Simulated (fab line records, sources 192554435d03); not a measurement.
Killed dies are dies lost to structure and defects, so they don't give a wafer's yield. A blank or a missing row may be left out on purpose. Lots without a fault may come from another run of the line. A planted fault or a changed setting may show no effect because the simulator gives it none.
Chamber matching | flow n5_finfet | N5_BEOL_M3_DESCUM_16 on rie_diel-06: 4 sister chambers
The step chemistry O2, time 7 s. 4 wafers are shown with their chamber, then 12 later ones without.

WAFERS WITH THEIR CHAMBER
wafer  | chamber | showerhead_plenum_p_Torr (Torr)
L084.3 | 3       | 1.97
L088.1 | 2       | 2.17
L088.3 | 0       | 2.06
L088.4 | 1       | 1.93

WAFERS WITHOUT THEIR CHAMBER
wafer  | showerhead_plenum_p_Torr (Torr)
L087.2 | 1.97
L087.4 | 2.06
L087.6 | 1.97
L091.1 | 1.93
L091.3 | 2.17
L091.4 | 1.97
L093.1 | 1.93
L093.2 | 2.06
L093.6 | 2.06
L097.1 | 2.23
L097.3 | 2.16
L097.5 | 1.92

WHICH CHAMBER EACH WENT THROUGH
wafer  | from the rows above | in truth
L087.2 | 3                   | 3
L087.4 | 0                   | 0
L087.6 | 3                   | 3
L091.1 | 1                   | 1
L091.3 | 2                   | 2
L091.4 | 3                   | 3
L093.1 | 1                   | 1
L093.2 | 0                   | 0
L093.6 | 0                   | 0
L097.1 | 2                   | 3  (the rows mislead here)
L097.3 | 2                   | 2
L097.5 | 1                   | 1
Placed correctly: 11 of 12. Can't be placed from these rows: 0. Placed wrongly: 1.
How it was worked out, from the rows above alone: a wafer's distance from a chamber is the root of the sum, over the readings, of the square of ((its reading less the chamber's mean) divided by the reading's scatter). The wafer belongs to the nearest chamber; if the next one is less than 2 further off, it can't be placed. A chamber's mean is the mean of its shown wafers. The scatter: with one shown wafer a chamber, the root of the mean of the squares of how far each hidden wafer lies from its nearest shown one.
